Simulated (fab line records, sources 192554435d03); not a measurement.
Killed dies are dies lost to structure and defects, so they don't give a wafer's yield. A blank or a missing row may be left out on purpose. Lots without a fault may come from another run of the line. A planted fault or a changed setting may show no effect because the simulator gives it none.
Which tool did it? | flow n5_finfet | 9 lots, 27 wafers sampled, at 6 steps of a route of 1938

WHAT THE GAUGES READ, wafer by wafer
N5_BEOL_M2_THK_MEAS_01. Usual: M2_ILD_THK 78.9 nm, standard deviation 0.85.
lot  | measured     | on            | M2_ILD_THK (nm) | flag
L842 | day 6 19:46  | film_metro-01 | 78.2 78.3 79.0  |
L844 | day 7 12:04  | film_metro-02 | 77.9 78.7 79.0  |
L846 | day 7 20:40  | film_metro-01 | 77.6 78.0 78.7  |
L845 | day 8 01:14  | film_metro-02 | 78.7 78.7 79.3  |
L855 | day 10 01:29 | film_metro-02 | 77.7 78.2 73.8  |
L857 | day 10 20:01 | film_metro-02 | 78.5 73.0 80.7  |
L860 | day 11 04:55 | film_metro-01 | 78.2 78.0 78.9  |
L861 | day 11 12:38 | film_metro-02 | 77.5 78.0 78.8  |
L862 | day 12 10:04 | film_metro-01 | 78.6 78.2 79.1  |

N5_BEOL_M4_RC_MEAS_101. Usual: DIBL_N 36.5 mV/V, standard deviation 1.4; DIBL_P 36.9 mV/V, standard deviation 1.7; IOFF_N 0.163 nA/um, standard deviation 0.023; IOFF_P 0.22 nA/um, standard deviation 0.032; ION_N 673 uA/um, standard deviation 9; ION_P 462 uA/um, standard deviation 7.5; SS_N 71.6 mV/dec, standard deviation 0.54; SS_P 73.4 mV/dec, standard deviation 0.62; VT_N 249.8 mV, standard deviation 2.8; VT_P -250 mV, standard deviation 3.5.
lot  | measured     | on        | DIBL_N (mV/V)  | DIBL_P (mV/V)  | IOFF_N (nA/um)    | IOFF_P (nA/um) | ION_N (uA/um) | ION_P (uA/um) | SS_N (mV/dec)  | SS_P (mV/dec)  | VT_N (mV)         | VT_P (mV)      | flag
L842 | day 8 14:34  | prober-02 | 36.8 37.5 38.1 | 36.5 36.5 37.9 | 0.161 0.173 0.186 | 0.26 0.25 0.29 | 684 680 689   | 479 475 482   | 71.6 72.0 71.9 | 73.5 73.7 73.7 | 249.2 247.9 245.9 | -243 -248 -244 |
L844 | day 8 20:10  | prober-01 | 37.6 37.0 36.0 | 36.9 35.2 35.0 | 0.182 0.159 0.147 | 0.29 0.25 0.25 | 679 663 675   | 470 466 472   | 71.9 72.1 71.5 | 72.8 73.0 72.7 | 247.3 249.2 251.0 | -242 -245 -243 |
L846 | day 9 05:38  | prober-01 | 35.7 37.9 37.6 | 35.3 38.6 37.6 | 0.135 0.182 0.172 | 0.19 0.24 0.22 | 663 680 689   | 459 464 470   | 71.3 71.5 71.0 | 73.8 74.6 74.1 | 253.6 247.2 249.3 | -253 -248 -251 |
L845 | day 9 18:32  | prober-02 | 37.1 38.0 38.9 | 37.7 39.2 40.3 | 0.158 0.177 0.197 | 0.21 0.23 0.26 | 673 682 686   | 458 465 460   | 71.7 71.6 72.0 | 73.4 73.7 74.4 | 250.3 247.7 247.2 | -253 -250 -249 |
L855 | day 11 10:32 | prober-01 | 37.3 38.3 36.1 | 38.5 39.0 36.6 | 0.196 0.204 0.161 | 0.24 0.25 0.22 | 682 694 687   | 462 464 469   | 71.8 71.9 70.9 | 74.2 74.2 74.0 | 245.1 244.8 248.7 | -249 -248 -249 |
L857 | day 12 12:41 | prober-02 | 36.8 36.8 37.8 | 38.5 38.7 40.1 | 0.174 0.182 0.198 | 0.21 0.24 0.25 | 686 684 688   | 462 470 467   | 71.9 71.7 72.4 | 73.5 73.6 73.6 | 247.8 248.8 244.6 | -251 -248 -246 |
L860 | day 12 18:17 | prober-02 | 37.8 35.1 34.4 | 39.6 36.1 35.9 | 0.191 0.142 0.128 | 0.22 0.17 0.17 | 679 671 656   | 457 448 454   | 71.9 71.0 70.8 | 74.2 73.7 73.8 | 247.5 251.1 255.7 | -252 -258 -254 |
L861 | day 13 19:39 | prober-01 | 32.4 33.6 33.5 | 32.4 34.1 33.6 | 0.116 0.125 0.126 | 0.17 0.18 0.17 | 662 672 670   | 457 472 458   | 70.1 70.4 70.2 | 72.2 72.7 72.0 | 252.3 252.2 247.5 | -253 -251 -254 |
L862 | day 13 21:52 | prober-02 | 37.4 35.0 37.4 | 36.8 33.4 36.2 | 0.154 0.117 0.156 | 0.21 0.16 0.20 | 669 668 664   | 464 456 455   | 71.8 71.4 71.9 | 73.0 72.8 73.4 | 251.2 254.7 252.8 | -249 -253 -249 |

WHICH TOOL RAN EACH LOT (tool, then ch and the chambers of the sampled wafers, then the start)
lot  | N5_BEOL_M1_SPUTTER_94        | N5_BEOL_M1_ANNEAL_51             | N5_BEOL_M2_ILD_DEP_00          | N5_BEOL_M2_PECVD_72
L842 | pvd_sputter-02, day 6 18:17  | rtp_anneal-02 ch 0, day 6 18:45  | pecvd-02 ch 0,2, day 6 19:42   | pecvd-01 ch 0,2, day 6 19:48
L844 | pvd_sputter-01, day 7 10:40  | rtp_anneal-02 ch 0, day 7 11:08  | pecvd-03 ch 1,2, day 7 12:00   | pecvd-02 ch 1,2, day 7 12:06
L846 | pvd_sputter-01, day 7 19:12  | rtp_anneal-02 ch 0, day 7 19:40  | pecvd-03 ch 1,2, day 7 20:36   | pecvd-02 ch 0,1, day 7 20:42
L845 | pvd_sputter-03, day 7 23:49  | rtp_anneal-02 ch 0, day 8 00:14  | pecvd-03 ch 0,1,2, day 8 01:10 | pecvd-02 ch 0,1, day 8 01:16
L855 | pvd_sputter-01, day 10 00:04 | rtp_anneal-02 ch 0, day 10 00:29 | pecvd-03 ch 0,1, day 10 01:24  | pecvd-01 ch 0,1,2, day 10 01:31
L857 | pvd_sputter-03, day 10 18:37 | rtp_anneal-02 ch 0, day 10 19:04 | pecvd-03 ch 0,1, day 10 19:56  | pecvd-01 ch 0,2, day 10 20:03
L860 | pvd_sputter-03, day 11 03:29 | rtp_anneal-02 ch 0, day 11 03:58 | pecvd-02 ch 0,1, day 11 04:50  | pecvd-01 ch 0,1,2, day 11 04:56
L861 | pvd_sputter-02, day 11 11:03 | rtp_anneal-01 ch 0, day 11 11:39 | pecvd-01 ch 1,2, day 11 12:34  | pecvd-01 ch 1,2, day 11 12:40
L862 | pvd_sputter-02, day 12 07:45 | rtp_anneal-02 ch 0, day 12 08:49 | pecvd-02 ch 0,1, day 12 10:00  | pecvd-03 ch 0,1,2, day 12 10:07
- N5_BEOL_M1_SPUTTER_94: material Cu, target thk 4.5 nm, time 8.29 s.
- N5_BEOL_M1_ANNEAL_51: time 90 s.
- N5_BEOL_M2_ILD_DEP_00: deposits SiOC from DEMS/O2, target thk 79 nm, time 15.3 s.
- N5_BEOL_M2_PECVD_72: deposits SiO2 from TEOS/O2, target thk 16 nm, time 18 s.

WHAT THE TOOLS THEMSELVES READ (means of the sampled wafers that have a number; where no wafer has one, the mark that the record gives instead)
N5_BEOL_M1_SPUTTER_94. Usual: throttle_valve_pct 29.5 %, standard deviation 1.2.
lot  | tool           | throttle_valve_pct (%) | flag
L842 | pvd_sputter-02 | 30.5                   |
L844 | pvd_sputter-01 | 30.0                   |
L846 | pvd_sputter-01 | 28.8                   |
L845 | pvd_sputter-03 | 30.3                   |
L855 | pvd_sputter-01 | 29.1                   |
L857 | pvd_sputter-03 | 30.8                   |
L860 | pvd_sputter-03 | 30.1                   |
L861 | pvd_sputter-02 | 28.9                   |
L862 | pvd_sputter-02 | 29.1                   |

N5_BEOL_M1_ANNEAL_51. Usual: wafer_temp_C_max 225.80, standard deviation 0.29.
lot  | tool          | wafer_temp_C_max | flag
L842 | rtp_anneal-02 | 226.13           |
L844 | rtp_anneal-02 | 226.12           |
L846 | rtp_anneal-02 | 226.00           |
L845 | rtp_anneal-02 | 225.75           |
L855 | rtp_anneal-02 | 225.84           |
L857 | rtp_anneal-02 | 225.91           |
L860 | rtp_anneal-02 | 225.94           |
L861 | rtp_anneal-01 | 225.46           |
L862 | rtp_anneal-02 | 225.67           |

N5_BEOL_M2_ILD_DEP_00. Usual: heater_power_outer_w 265 W, standard deviation 51; heater_power_w 494 W, standard deviation 95; showerhead_plenum_p_Torr 5.694 Torr, standard deviation 0.02; throttle_valve_pct 11.9 %, standard deviation 0.94.
lot  | tool     | heater_power_outer_w (W) | heater_power_w (W) | showerhead_plenum_p_Torr (Torr) | throttle_valve_pct (%) | flag
L842 | pecvd-02 | 239                      | 442                | 5.673                           | 11.6                   |
L844 | pecvd-03 | 326                      | 626                | 5.701                           | 11.1                   |
L846 | pecvd-03 | 345                      | 644                | 5.703                           | 11.3                   |
L845 | pecvd-03 | 283                      | 531                | 5.704                           | 12.0                   |
L855 | pecvd-03 | 259                      | 547                | 5.713                           | 11.4                   |
L857 | pecvd-03 | 271                      | 535                | 5.717                           | 12.2                   |
L860 | pecvd-02 | 245                      | 438                | 5.686                           | 12.0                   |
L861 | pecvd-01 | 339                      | 576                | 5.693                           | 12.5                   |
L862 | pecvd-02 | 262                      | 480                | 5.697                           | 12.8                   |

N5_BEOL_M2_PECVD_72. Usual: heater_power_outer_w 433 W, standard deviation 81; heater_power_w 726 W, standard deviation 120; showerhead_plenum_p_Torr 8.77 Torr, standard deviation 0.076; throttle_valve_pct 22.6 %, standard deviation 1.4.
lot  | tool     | heater_power_outer_w (W) | heater_power_w (W) | showerhead_plenum_p_Torr (Torr) | throttle_valve_pct (%) | flag
L842 | pecvd-01 | 449                      | 785                | 8.79                            | 23.2                   |
L844 | pecvd-02 | 346                      | 579                | 8.67                            | 21.3                   |
L846 | pecvd-02 | 422                      | 698                | 8.80                            | 23.3                   |
L845 | pecvd-02 | 366                      | 610                | 8.76                            | 22.5                   |
L855 | pecvd-01 | 454                      | 750                | 8.78                            | 23.2                   |
L857 | pecvd-01 | 374                      | 671                | 8.78                            | 23.0                   |
L860 | pecvd-01 | 429                      | 716                | 8.78                            | 23.2                   |
L861 | pecvd-01 | 553                      | 877                | 8.79                            | 23.4                   |
L862 | pecvd-03 | 488                      | 830                | 8.82                            | 21.5                   |

THE ANSWER, worked out from the rows above alone
Rule: a lot is off if the mean of its wafers that have a number lies more than 3 standard deviations from the usual mean. A lot without any number at a reading at which 4 lots or more have one is off too. The other lots that the step has rows for count as sound. The gauges are gone through in route order, then the tools' own readings, and for those a lot's mean is taken as printed above. The first step at which some lot is off is used, and at that step the reading that is off furthest; a lot without a number counts as furthest.
No lot is off at any reading shown: from this, nothing can be told.

WHAT THE SIMULATOR HAD PUT IN
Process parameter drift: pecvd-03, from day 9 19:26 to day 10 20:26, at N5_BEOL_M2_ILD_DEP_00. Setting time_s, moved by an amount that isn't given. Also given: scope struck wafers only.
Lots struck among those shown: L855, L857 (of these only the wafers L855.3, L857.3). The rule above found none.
